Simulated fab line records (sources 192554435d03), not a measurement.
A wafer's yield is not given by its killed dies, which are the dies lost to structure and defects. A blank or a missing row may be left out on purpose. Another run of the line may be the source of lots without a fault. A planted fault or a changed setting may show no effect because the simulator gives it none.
Matching of chambers -- flow n5_finfet -- rie_diel-04 running N5_FIN_SAQP_ETCH_57: 4 sister chambers
The step etches SiNx in CH3F/O2, target depth 32.5 nm, time 46.4 s. 4 wafers are shown with their chamber, then 10 later ones without.

WAFERS WITH THEIR CHAMBER
wafer,chamber,drypump_motor_current_A (A)
L084.1,2,5.6
L086.3,0,5.5
L090.1,1,4.7
L090.2,3,5.4

WAFERS WHOSE CHAMBER IS MISSING
wafer,drypump_motor_current_A (A)
L090.5,5.4
L093.1,5.4
L093.4,5.4
L093.6,5.4
L096.1,4.8
L096.3,5.4
L096.5,5.6
L097.3,5.4
L097.4,5.6
L097.6,5.6

WHICH CHAMBER EACH ONE RAN IN
wafer,from the rows above,in truth
L090.5,3,3
L093.1,3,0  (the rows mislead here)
L093.4,3,3
L093.6,3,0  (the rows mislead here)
L096.1,1,1
L096.3,3,3
L096.5,2,2
L097.3,3,3
L097.4,2,2
L097.6,2,2
Placed correctly: 8 of 10. Not placeable from these rows: 0. Placed wrongly: 2.
How it was worked out, from the rows above alone: a wafer's distance from a chamber is the root of the sum, over the readings, of the square of ((its reading less the chamber's mean) divided by the reading's scatter). If the next closest chamber is less than 2 further off than the closest, the wafer can't be placed; otherwise it belongs to the closest. The mean given for a chamber averages the wafers shown for that chamber. The scatter: root of mean squared gap, hidden wafer to nearest shown wafer, with one shown wafer a chamber.
